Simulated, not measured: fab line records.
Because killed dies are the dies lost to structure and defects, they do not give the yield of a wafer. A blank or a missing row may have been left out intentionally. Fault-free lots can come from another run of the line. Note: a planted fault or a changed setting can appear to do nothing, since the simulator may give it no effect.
Chamber matching    flow nandHarc    NHARC_P_M1_DEP_33 on pecvd-03: 3 sister chambers
The step deposits SiCN, target thk 30 nm. 30 wafers are shown with their chamber, then 12 later ones without.

## WAFERS PAIRED WITH THEIR CHAMBERS
wafer   chamber  heaterPowerW (W)
L077.3  2        447
L077.4  0        576
L077.6  1        542
L079.2  1        487
L079.3  0        609
L079.5  2        448
L080.1  2        420
L080.2  0        601
L080.3  1        506
L082.2  2        431
L082.3  0        605
L082.6  0        600
L081.1  1        497
L081.4  2        483
L081.6  1        482
L084.1  0        637
L084.4  1        493
L084.6  0        610
L087.1  1        526
L087.4  1        523
L087.5  0        634
L085.1  1        531
L085.3  2        464
L085.6  2        467
L089.1  1        534
L089.4  1        531
L089.5  0        590
L090.1  1        456
L090.3  2        462
L090.6  2        478

SIGNATURES (means of the wafers above)
reading       chamber 0  chamber 1  chamber 2  scatter within a chamber
heaterPowerW  606.89     509.00     455.56     22.8
Rule: a wafer's distance from a chamber is the root of the sum, over the readings, of the square of ((its reading less the chamber's mean) divided by the reading's scatter). If the next closest chamber is less than 2 further off than the closest, the wafer can't be placed; otherwise it belongs to the closest. The scatter: the root of (the sum of the squares of (reading less its chamber's mean) over the shown wafers, divided by (wafers less chambers)).

## WAFERS WITH NO CHAMBER GIVEN
wafer   heaterPowerW (W)
L091.2  632
L091.4  611
L091.6  531
L093.2  537
L093.3  490
L093.4  497
L094.4  515
L094.5  513
L094.6  460
L097.3  453
L097.4  571
L097.6  425

## CHAMBER TAKEN BY EACH
wafer    from the rows above       in truth
L091.2   0                         0
L091.4   0                         0
L091.6   1                         1
L093.2   can't be placed: 1 or 0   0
L093.3   can't be placed: 1 or 2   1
L093.4   can't be placed: 1 or 2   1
L094.4   1                         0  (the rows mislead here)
L094.5   1                         1
L094.6   can't be placed: 2 or 1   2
L097.3   2                         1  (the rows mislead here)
L097.4   can't be placed: 0 or 1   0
L097.6   2                         2
Placed correctly: 5 of 12. Not placeable from these rows: 5 (in 5, the candidates include the true chamber). Placed wrongly: 2.
